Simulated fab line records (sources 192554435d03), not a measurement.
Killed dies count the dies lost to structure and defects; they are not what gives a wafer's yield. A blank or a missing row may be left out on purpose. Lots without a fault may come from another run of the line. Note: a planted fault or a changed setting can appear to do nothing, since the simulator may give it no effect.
Chamber matching | flow n5 finfet | 4 sister chambers for N5_BEOL_M11_ALD_74 on ald metal-02
The step deposits TaN, target thk 2 nm, pulse time 2 s, purge time 3 s. 16 wafers are shown with their chamber, then 8 later ones without.

WAFERS, EACH WITH ITS CHAMBER
wafer  | chamber | heater power w (W) | susceptor temp C (C)
L202.2 | 0       | 393                | 275.16
L202.4 | 3       | 423                | 274.96
L202.6 | 0       | 394                | 275.19
L206.3 | 3       | 411                | 275.13
L206.4 | 0       | 394                | 275.00
L206.5 | 1       | 450                | 274.74
L205.2 | 1       | 463                | 274.64
L205.6 | 1       | 462                | 274.74
L207.2 | 1       | 459                | 275.10
L207.5 | 3       | 415                | 275.06
L207.6 | 2       | 409                | 274.83
L208.2 | 2       | 422                | 274.88
L208.4 | 1       | 459                | 275.20
L208.5 | 3       | 418                | 275.03
L210.1 | 3       | 427                | 274.87
L210.3 | 1       | 450                | 275.00

SIGNATURES (means of the wafers above)
reading          | chamber 0 | chamber 1 | chamber 2 | chamber 3 | scatter within a chamber
heater power w   | 393.67    | 457.17    | 415.50    | 418.80    | 5.87
susceptor temp C | 275.1167  | 274.9033  | 274.8550  | 275.0100  | 0.163
Rule: distance of a wafer from a chamber = root of the sum over the readings of ((wafer's reading minus chamber's mean) / reading's scatter) squared. If the next closest chamber is less than 2 further off than the closest, the wafer can't be placed; otherwise it belongs to the closest. The scatter: take each reading less its chamber's mean, square it, sum over the shown wafers, divide by the number of wafers less the number of chambers, and take the root.

WAFERS WHOSE CHAMBER IS MISSING
wafer  | heater power w (W) | susceptor temp C (C)
L210.4 | 408                | 275.02
L213.4 | 418                | 274.99
L213.5 | 412                | 275.13
L211.4 | 417                | 274.98
L211.6 | 428                | 274.87
L222.2 | 391                | 275.05
L222.3 | 380                | 275.25
L222.4 | 379                | 275.05

WHICH CHAMBER EACH ONE RAN IN
wafer  | from the rows above          | in truth
L210.4 | can't be placed: 2 or 3 or 0 | 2
L213.4 | can't be placed: 3 or 2      | 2
L213.5 | can't be placed: 3 or 2 or 0 | 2
L211.4 | can't be placed: 3 or 2      | 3
L211.6 | can't be placed: 3 or 2      | 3
L222.2 | 0                            | 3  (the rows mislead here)
L222.3 | 0                            | 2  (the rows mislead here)
L222.4 | 0                            | 0
Placed correctly: 1 of 8. Not placeable from these rows: 5 (in 5, the candidates include the true chamber). 2 placed wrongly.
